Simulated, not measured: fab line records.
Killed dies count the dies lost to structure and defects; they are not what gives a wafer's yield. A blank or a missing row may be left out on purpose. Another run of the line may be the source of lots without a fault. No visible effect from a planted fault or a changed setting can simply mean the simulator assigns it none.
A struck lot beside a sound one    flow nandHarc    18 steps out of a route of 1302
Sound: these wafers, L542.1, L542.2, L542.5. Struck: wafers L550.2, L550.5, L550.6. The cause is given at the end.
Each step with rows lists, per side, the tool, then ch with its chambers, then its first start. Under that, the readings that differ: sound wafers    struck wafers    difference of the means    sigmas: that difference in standard deviations of wafers without a fault.
alike: a reading whose means differ by less than 2 such deviations, as well as words and numbers matching on both sides. not compared: withheld readings; readings where some wafer has no value; bounds like >300 that might hide an equal value; numbers whose values overlap and for which the record gives no deviation.
Wherever a step has rows on one side only, a row that says differs or no value, or a row with sigmas, the two part there. Numbers that have no deviation but don't overlap get no sigmas and don't part them. Lack of a reading on every wafer of one side parts them only where that side has two or more wafers.

first, 2 steps without rows for these wafers: NHARC_P_STI_SRD_39; NHARC_P_STI_OXIDE_40 (material SiO2, target thk 10 nm, ox time 1362 s).
NHARC_P_STI_INSPECT_25:
  sound: defectInspect-02 at day 4 06:31; struck: defectInspect-02 at day 7 09:04
  alike: rawDefectCount
then, 9 steps without rows for these wafers: NHARC_P_GATE_ETCH_69 (etches SiO2 in dHF, target depth 14 nm); NHARC_P_GATE_PRECLEAN_70 (cleans in SC1); NHARC_P_GATE_SRD_01; NHARC_P_GATE_OXIDE_02 (material SiO2, target thk 37.5 nm, ox time 365 s); NHARC_P_GATE_DEHYDRATE_03 (time 120 s); NHARC_P_GATE_HMDS_04 (time 30 s); NHARC_P_GATE_COAT_05; NHARC_P_GATE_SOFTBAKE_06 (time 95 s); NHARC_P_GATE_EBR_07.
NHARC_P_GATE_EXPOSE_08: exposes mask P HV.
  sound on krfScanner-03 ch 0, day 4 14:45; struck on krfScanner-03 ch 0, day 7 17:28
reading  sound                 struck                   difference  sigmas
mask     P_HV#0 P_HV#0 P_HV#0  P_PSD#0 P_PSD#0 P_PSD#0  differs     
then, 2 steps without rows for these wafers: NHARC_P_GATE_PEB_09 (peb time 85 s); NHARC_P_GATE_DEVELOP_10 (time 70 s).
NHARC_P_GATE_CD_MEAS_11: the cd target is 1640 nm.
  sound on cdSem-01 ch 0, day 4 14:54; struck on cdSem-01 ch 0, day 7 17:37
reading    sound                 struck  difference                     sigmas
cdNm (nm)  1636.5 1636.8 1638.7  - - -   no value on the struck wafers  
then, 1 step without rows for these wafers: NHARC_P_GATE_HARDBAKE_12 (time 80 s).
-- jump in the record: it breaks off in module P_GATE and resumes in module END (first step shown: number 1302 of the route), and 20 days separate the struck wafers' starts before and after --
NHARC_END_SORT_01:
  at this point the record logs the struck wafers (prober-01 ch 0, day 27 12:32) and has no rows for the sound ones

WHERE THEY PART
Last at NHARC_END_SORT_01 as far as this record goes, first at NHARC_P_GATE_EXPOSE_08.

WHY: whatever the simulator had introduced
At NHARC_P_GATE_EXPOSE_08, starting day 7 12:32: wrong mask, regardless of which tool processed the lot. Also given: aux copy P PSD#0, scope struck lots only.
